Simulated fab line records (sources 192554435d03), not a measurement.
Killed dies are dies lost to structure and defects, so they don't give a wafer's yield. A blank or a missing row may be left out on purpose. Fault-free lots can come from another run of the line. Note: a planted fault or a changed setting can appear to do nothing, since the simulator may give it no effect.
Chamber matching ; flow n5 finfet ; N5_BEOL_M10_DEP_56 on pecvd-02: 3 sister chambers
The step deposits SiCN from 3MS/NH3, target thk 15 nm, time 26.5 s. 6 wafers are shown with their chamber, then 7 later ones without.

## EACH WAFER AND ITS CHAMBER
wafer;chamber;throttle valve pct (%);showerhead plenum p Torr (Torr)
L082.4;0;8.7;3.670
L082.5;1;9.5;3.675
L083.4;2;9.8;3.658
L083.5;0;8.7;3.669
L088.1;1;9.7;3.682
L088.2;2;9.6;3.641

## WAFERS WHOSE CHAMBER IS MISSING
wafer;throttle valve pct (%);showerhead plenum p Torr (Torr)
L088.5;9.7;3.669
L096.2;10.0;3.671
L096.4;9.6;3.662
L096.5;8.6;3.684
L091.3;9.7;3.654
L091.4;9.8;3.655
L091.5;9.6;3.680

## WHICH CHAMBER EACH WENT THROUGH
wafer;from the rows above;in truth
L088.5;can't be placed: 1 or 2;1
L096.2;can't be placed: 1 or 2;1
L096.4;can't be placed: 2 or 1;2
L096.5;0;0
L091.3;2;2
L091.4;2;2
L091.5;1;1
4 of 7 placed correctly. Cannot be placed on the basis of these rows: 3; the candidates contain the true chamber in 3. Placed wrongly: 0.
How it was worked out, from the rows above alone: a wafer's distance from a chamber is the root of the sum, over the readings, of the square of ((its reading less the chamber's mean) divided by the reading's scatter). The wafer belongs to the nearest chamber; if the next one is less than 2 further off, it can't be placed. For every chamber, the mean is computed from those of its wafers that are shown. The scatter: the root of (the sum of the squares of (reading less its chamber's mean) over the shown wafers, divided by (wafers less chambers)).
